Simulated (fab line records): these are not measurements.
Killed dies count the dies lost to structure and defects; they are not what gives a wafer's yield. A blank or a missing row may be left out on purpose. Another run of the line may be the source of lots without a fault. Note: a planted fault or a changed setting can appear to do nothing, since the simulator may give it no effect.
fab line records	flow n5Finfet
record lots=5	wafers=13	lastDay=17
route steps=1938 shown SD_EPI_P@299
lots that met no fault: from a run of the same line without faults
startH: the number of hours between the record's first day and the start of the first shown wafer of the lot	waitH: time in hours since the lot's previous step	" the same as in the row above	L1.1+2: several wafers, shown together as one row	- no value, or no start given	* or withheld: withheld	< > ~ a bound
route shown NAME@n: a module of which the file shows steps, and the number in the route of the first	usual: mean/standard deviation of fault-free wafers	same: alike in all rows	chamber/n: place in a boat	sites: per-site readings	_std_site: the standard deviation of these	_edge_site: inner sites' mean taken away from outer sites' mean	radiusMm: for every site, how far away it sits from the centre of the wafer	mask NAME#n: copy n	behind: the tool/chamber that last shaped the wafer	hold: why the lot was held/for how many hours/how that ended	device: the n, p or np transistor that did not switch	end of line: at the end of the route, the tests of the same wafers	a step given without rows: its recipe and nothing more	killed: the dies lost at the first sort to structure and to defects; this is not the yield of the wafer	map: per-die view of a wafer (x killed, . not killed, _ where there is no die)
set.NAME: the setting as run; set.NAME@STEP: as run at that earlier step	model.NAME: the simulator's own value behind a step, which no gauge read
lots at selected steps of the route; one table per step, one row per wafer
services: from which hour (startH, from the record's first day; less than 0 if before it) a tool's chamber was out of use, for how many hours, and why
## steps
# step N5_SD_EPI_P_SOFTBAKE_04
# recipe tempC=110	timeS=60	resist=CAR-ArF-block
# step N5_SD_EPI_P_EXPOSE_06
# recipe maskId=SD_P_BLK	na=1.35	sourceShape=conventional	sigmaOuter=0.8	polarization=unpolarized	targetCdNm=240	doseMj=39.5
# step N5_SD_EPI_P_PEB_07
# recipe pebTempC=110	pebTimeS=60	resist=CAR-ArF-block
# step N5_SD_EPI_P_DEVELOP_08
# recipe developTimeS=30	developer=TMAH	resist=CAR-ArF-block	devTempC=23	rinseLiquid=diw	dry=airSpin
# step N5_SD_EPI_P_CD_MEAS_09
# recipe targetCdNm=240	landingEnergyEv=500	detector=seInlens
# usual cdNm=240.8/0.99
lot.wafer	tool	chamber	startH	waitH	cdNm
L613.3	cdSem-01	0	69.21	-	240.3
L613.4	"	0	"	"	239.9
L613.5	"	0	"	"	239.7
L619.3	cdSem-01	0	97.31	-	241.8
L619.4	"	0	"	"	241.3
L619.5	"	0	"	"	240.2
L620.2	cdSem-03	0	105.28	-	240.9
L620.5	"	0	"	"	239.4
L620.6	"	0	"	"	239.6
L621.1	cdSem-02	0	105.44	-	239.6
L621.4	"	0	"	"	239.8
L621.5	"	0	"	"	240.0
L634.1	cdSem-02	0	187.95	-	240.8
# step N5_SD_EPI_P_OVL_MEAS_10
# recipe pointsPerWafer=44
# usual SD_P_BLK_OVL=0.1/0.84
lot.wafer	tool	chamber	startH	waitH	SD_P_BLK_OVL[nm]
L613.3	overlay-01	0	69.23	0.0	1.0
L613.4	"	0	"	"	-0.2
L613.5	"	0	"	"	1.1
L619.3	overlay-02	0	97.34	0.0	-0.8
L619.4	"	0	"	"	-0.5
L619.5	"	0	"	"	-1.2
L620.2	overlay-02	0	105.31	0.0	0.5
L620.5	"	0	"	"	0.4
L620.6	"	0	"	"	0.4
L621.1	overlay-01	0	105.47	0.0	0.6
L621.4	"	0	"	"	2.4
L621.5	"	0	"	"	1.4
L634.1	overlay-01	0	187.98	0.0	1.0
# step N5_SD_EPI_P_INSPECT_11
# recipe mode=adi	inspectInstrument=macro
# usual rawDefectCount=2.0/1.3
lot.wafer	tool	chamber	startH	waitH	rawDefectCount
L613.3	defectInspect-01	-	69.26	0.0	3
L613.4	"	-	"	"	2
L613.5	"	-	"	"	1
L619.3	defectInspect-02	-	97.36	0.0	1
L619.4	"	-	"	"	2
L619.5	"	-	"	"	0
L620.2	defectInspect-02	-	105.33	0.0	1
L620.5	"	-	"	"	0
L620.6	"	-	"	"	1
L621.1	defectInspect-01	-	105.49	0.0	2
L621.4	"	-	"	"	0
L621.5	"	-	"	"	2
L634.1	defectInspect-01	-	188.00	0.0	3
# step N5_SD_EPI_P_DESCUM_14
# recipe chemistry=O2	timeS=7.9	sourcePowerW=50	biasPowerW=20	pressureMtorr=20	rfFrequencyHz=2.712e+07	tempC=40	resist=CAR-ArF-block	o2FlowSccm=225
# usual drypumpMotorCurrentA=5.6/0.32	oesProductAu=0.74/0.071	rfVppV=242.9/1.4	showerheadPlenumPTorr=2.07/0.068	throttleValvePct=20.46/0.23
# same timeS=7.9
lot.wafer	tool	chamber	startH	waitH	drypumpMotorCurrentA	oesProductAu	rfHoursCounterH	rfVppV	showerheadPlenumPTorr	throttleValvePct
L613.3	rieDiel-02	1	69.29	0.0	6.0	0.75	145	241.0	1.99	20.02
L613.4	"	0	"	"	5.4	0.72	214	246.6	2.15	20.51
L613.5	"	3	"	"	5.7	0.74	-	244.2	2.08	20.64
L619.3	rieDiel-04	3	97.41	0.1	5.7	0.69	217	242.9	2.07	20.58
L619.4	"	3	"	"	5.6	0.69	-	242.1	2.07	20.58
L619.5	"	1	"	"	6.3	0.70	-	241.5	1.99	20.56
L620.2	rieDiel-02	2	105.37	0.0	5.5	0.73	205	244.2	2.07	20.25
L620.5	"	3	"	"	5.7	0.74	-	244.2	2.08	20.67
L620.6	"	0	"	"	5.4	0.72	-	242.7	2.14	20.52
L621.1	rieDiel-04	2	105.53	0.0	5.2	0.74	146	245.4	2.20	20.52
L621.4	"	3	"	"	5.7	0.68	-	242.5	2.06	20.59
L621.5	"	1	"	"	6.2	0.70	-	241.5	1.99	20.56
L634.1	rieDiel-02	1	188.03	0.0	6.0	0.72	185	240.8	1.98	20.07
# step N5_SD_EPI_P_ETCH_36
# recipe chemistry=CF4	target=SiARC	targetDepthA=455	maskMaterial=CAR-ArF-block	timeS=75.8	ionEnergyEv=80	pressureMtorr=40	sourceW=545	biasW=36	Ar_flow_sccm=100	cf4FlowSccm=100	ends=cleared
# usual drypumpMotorCurrentA=5.6/0.32	etchRfOnTimeS=76.4/2.3	oesProductAu=0.63/0.059	rfVppV=183.9/1.1	showerheadPlenumPTorr=2.12/0.063	throttleValvePct=15.64/0.19
lot.wafer	tool	chamber	startH	waitH	drypumpMotorCurrentA	etchRfOnTimeS	oesProductAu	rfHoursCounterH	rfVppV	showerheadPlenumPTorr	throttleValvePct
L613.3	rieDiel-02	1	69.33	0.0	6.1	78.6	0.63	145	183.5	2.05	15.28
L613.4	"	0	"	"	5.4	79.8	0.61	214	183.9	2.20	15.80
L613.5	"	3	"	"	5.7	76.1	0.63	-	183.7	2.12	15.80
L619.3	rieDiel-04	3	97.45	0.0	5.7	73.2	0.60	217	184.7	2.10	15.75
L619.4	"	3	"	"	5.6	72.8	0.60	-	183.9	2.10	15.74
L619.5	"	1	"	"	6.3	75.1	0.61	-	183.6	2.04	15.76
L620.2	rieDiel-02	2	105.40	0.0	5.5	77.3	0.62	205	184.7	2.12	15.53
L620.5	"	3	"	"	5.8	75.0	0.64	-	183.2	2.11	15.80
L620.6	"	0	"	"	5.4	79.3	0.61	-	186.3	2.19	15.81
L621.1	rieDiel-04	2	105.56	0.0	5.2	78.4	0.63	146	185.3	2.23	15.65
L621.4	"	3	"	"	5.6	73.5	0.59	-	183.4	2.10	15.76
L621.5	"	1	"	"	6.3	75.4	0.60	-	183.5	2.04	15.76
L634.1	rieDiel-02	1	188.07	0.0	6.0	79.1	0.60	185	183.0	2.04	15.36
# step N5_SD_EPI_P_ETCH_37
# recipe chemistry=N2/H2	target=SOC	overetchA=1080	maskMaterial=SiARC	tempC=40	ionEnergyEv=100	sourceW=3000	biasW=133	pressureMtorr=20	timeS=486	n2FlowSccm=200	h2FlowSccm=200	ends=endPoint
# usual drypumpMotorCurrentA=5.6/0.32	oesProductAu=0.67/0.06	rfVppV=240.4/1.4	showerheadPlenumPTorr=2.52/0.082	throttleValvePct=23.89/0.25
lot.wafer	tool	chamber	startH	waitH	drypumpMotorCurrentA	oesProductAu	rfHoursCounterH	rfVppV	showerheadPlenumPTorr	throttleValvePct
L613.3	rieDiel-02	1	69.38	0.0	6.1	0.67	146	238.7	2.44	23.59
L613.4	"	0	"	"	5.4	0.66	215	241.0	2.60	23.89
L613.5	"	3	"	"	5.7	0.66	-	241.1	2.52	24.17
L619.3	rieDiel-04	3	97.51	0.0	5.7	0.62	217	239.1	2.51	24.06
L619.4	"	3	"	"	5.7	0.61	-	240.2	2.51	24.05
L619.5	"	1	"	"	6.3	0.64	-	239.0	2.41	24.23
L620.2	rieDiel-02	2	105.46	0.0	5.5	0.66	205	241.9	2.52	23.59
L620.5	"	3	"	"	5.7	0.66	-	241.1	2.52	24.19
L620.6	"	0	"	"	5.4	0.65	-	242.0	2.60	23.93
L621.1	rieDiel-04	2	105.62	0.0	5.2	0.67	147	241.4	2.67	24.13
L621.4	"	3	"	"	5.7	0.61	-	240.4	2.51	24.06
L621.5	"	1	"	"	6.3	0.63	-	239.1	2.41	24.22
L634.1	rieDiel-02	1	188.13	0.0	6.0	0.64	185	238.5	2.43	23.64
# step N5_SD_EPI_P_STRIP_38
# recipe chemistry=N2/H2	tempC=40	n2FlowSccm=200	h2FlowSccm=200	rfFrequencyHz=6e+07
# step N5_SD_EPI_P_ETCHBACK_46
# recipe chemistry=CH3F/O2	mode=anisotropicEtchback	target=SiNx	targetDepthA=175	stopOn=SiO2	overEtchFrac=0.3	ionEnergyEv=120	pressureMtorr=30	sourceW=395	biasW=73	Ar_flow_sccm=150	CH3F_flow_sccm=30	O2_flow_sccm=20
# usual drypumpMotorCurrentA=5.6/0.32	oes_f_703_au=0.75/0.069	oesProductAu=0.64/0.057	rfVppV=298/6.7	showerheadPlenumPTorr=1.98/0.063	throttleValvePct=16.40/0.19
lot.wafer	tool	chamber	startH	waitH	drypumpMotorCurrentA	oes_f_703_au	oesProductAu	rfHoursCounterH	rfVppV	showerheadPlenumPTorr	throttleValvePct
L613.3	rieDiel-02	1	69.71	0.0	6.0	0.75	0.65	146	298	1.91	16.02
L613.4	"	0	"	"	5.4	0.70	0.63	215	300	2.06	16.51
L613.5	"	3	"	"	5.7	0.74	0.63	-	286	1.97	16.50
L619.3	rieDiel-04	3	97.83	0.0	5.6	0.72	0.59	218	292	1.96	16.45
L619.4	"	3	"	"	5.7	0.72	0.59	-	293	1.96	16.46
L619.5	"	1	"	"	6.2	0.74	0.61	-	291	1.91	16.57
L620.2	rieDiel-02	2	105.78	0.0	5.5	0.71	0.63	205	309	1.98	16.28
L620.5	"	3	"	"	5.7	0.74	0.63	-	288	1.97	16.52
L620.6	"	0	"	"	5.4	0.70	0.62	-	302	2.05	16.54
L621.1	rieDiel-04	2	105.94	0.0	5.2	0.75	0.65	147	304	2.10	16.47
L621.4	"	3	"	"	5.7	0.71	0.58	-	292	1.96	16.47
L621.5	"	1	"	"	6.3	0.73	0.61	-	291	1.91	16.57
L634.1	rieDiel-02	1	188.45	0.0	6.0	0.71	0.62	185	297	1.90	16.08
# step N5_SD_EPI_P_ETCH_47
# recipe chemistry=CH3F/O2	target=SiOCN	targetDepthA=250	maskMaterial=SOC	ionEnergyEv=60	biasW=29	pressureMtorr=30	sourceW=410	Ar_flow_sccm=150	CH3F_flow_sccm=30	O2_flow_sccm=20
# usual drypumpMotorCurrentA=5.6/0.32	oes_f_703_au=0.75/0.069	oesProductAu=0.74/0.069	rfVppV=127.6/2.8	showerheadPlenumPTorr=1.98/0.063	throttleValvePct=16.38/0.19
lot.wafer	tool	chamber	startH	waitH	drypumpMotorCurrentA	oes_f_703_au	oesProductAu	rfHoursCounterH	rfVppV	showerheadPlenumPTorr	throttleValvePct	model.etch.depthNm
L613.3	rieDiel-02	1	69.81	0.1	6.1	0.74	0.74	146	127.3	1.91	16.01	24.3
L613.4	"	0	"	"	5.4	0.70	0.71	215	128.7	2.06	16.49	23.83
L613.5	"	3	"	"	5.7	0.74	0.74	-	123.7	1.97	16.48	24.72
L619.3	rieDiel-04	3	97.93	0.1	5.6	0.72	0.70	218	125.2	1.96	16.43	25.38
L619.4	"	3	"	"	5.7	0.72	0.69	-	125.1	1.96	16.45	25.13
L619.5	"	1	"	"	6.3	0.73	0.71	-	124.9	1.91	16.53	25.03
L620.2	rieDiel-02	2	105.88	0.1	5.5	0.71	0.73	205	131.6	1.98	16.28	24.45
L620.5	"	3	"	"	5.7	0.74	0.73	-	124.0	1.97	16.48	24.7
L620.6	"	0	"	"	5.4	0.69	0.71	-	128.2	2.05	16.52	24.13
L621.1	rieDiel-04	2	106.04	0.1	5.2	0.76	0.75	147	130.7	2.10	16.46	24.48
L621.4	"	3	"	"	5.7	0.72	0.69	-	125.1	1.96	16.45	25.4
L621.5	"	1	"	"	6.3	0.73	0.70	-	124.1	1.91	16.54	24.99
L634.1	rieDiel-02	1	188.55	0.1	6.0	0.71	0.70	185	128.0	1.90	16.06	14.77
# step N5_SD_EPI_P_ETCH_16
# recipe chemistry=CHF3/O2	target=SiO2	targetDepthA=50	maskMaterial=SOC	pressureMtorr=30	sourceW=650	biasW=170	Ar_flow_sccm=200	CHF3_flow_sccm=50	O2_flow_sccm=5	ionEnergyEv=200
# usual drypumpMotorCurrentA=5.6/0.32	oes_f_703_au=0.75/0.07	oesProductAu=0.74/0.07	rfVppV=525/12	showerheadPlenumPTorr=2.39/0.073	throttleValvePct=18.93/0.19
lot.wafer	tool	chamber	startH	waitH	drypumpMotorCurrentA	oes_f_703_au	oesProductAu	rfHoursCounterH	rfVppV	showerheadPlenumPTorr	throttleValvePct
L613.3	rieDiel-02	1	69.91	0.1	6.1	0.73	0.75	146	525	2.31	18.55
L613.4	"	0	"	"	5.4	0.70	0.71	215	531	2.48	19.05
L613.5	"	3	"	"	5.7	0.74	0.74	-	506	2.38	19.03
L619.3	rieDiel-04	3	98.03	0.1	5.7	0.72	0.69	218	513	2.36	18.98
L619.4	"	3	"	"	5.7	0.72	0.69	-	513	2.36	18.98
L619.5	"	1	"	"	6.2	0.73	0.71	-	511	2.31	19.10
L620.2	rieDiel-02	2	105.98	0.1	5.5	0.71	0.74	205	545	2.39	18.80
L620.5	"	3	"	"	5.7	0.75	0.74	-	507	2.37	19.04
L620.6	"	0	"	"	5.4	0.70	0.71	-	531	2.47	19.09
L621.1	rieDiel-04	2	106.14	0.1	5.3	0.76	0.75	147	533	2.52	18.97
L621.4	"	3	"	"	5.7	0.72	0.69	-	513	2.36	18.97
L621.5	"	1	"	"	6.3	0.72	0.71	-	512	2.31	19.10
L634.1	rieDiel-02	1	188.65	0.1	6.1	0.71	0.71	185	524	2.30	18.61
## services
tool	chamber	startH	hours	kind
rieDiel-02	-	70.01	0.2	repair
rieDiel-04	0	87.25	-	clean
rieDiel-04	0	87.25	-	consumableReplace:focusRing
rieDiel-04	0	87.25	21.7	scheduledDown
rieDiel-04	0	87.25	21.7	ventCycle
rieDiel-04	-	116.06	28.1	pm
rieDiel-02	1	154.13	5.4	repair
rieDiel-02	0	165.92	-	clean
rieDiel-02	0	165.92	-	consumableReplace:focusRing
rieDiel-02	0	165.92	16.7	scheduledDown
rieDiel-02	0	165.92	16.7	ventCycle
rieDiel-04	3	167.41	8.7	repair
rieDiel-02	-	179.40	1.0	repair
## key
firstSign none at tools or gauges
modelEffect step=N5_SD_EPI_P_ETCH_47	value=etch.depthNm	without=24.04	struck=14.77
metAt N5_SD_EPI_P_ETCH_47
struckWafers L634.1
rowsEnd L634.1
onsetBetween 69.81 188.55
alsoFits time
fault kind=processParameterDrift	tool=rieDiel-02	chamber=1	onsetH=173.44	steps=N5_SD_EPI_P_ETCH_47	channel=targetDepthA	offset=-96.416	shape=step	actsIn=theseRecipesOnly	stated=250
# rowsEnd: these wafers met a further fault down the route, and their rows from its step on are left out
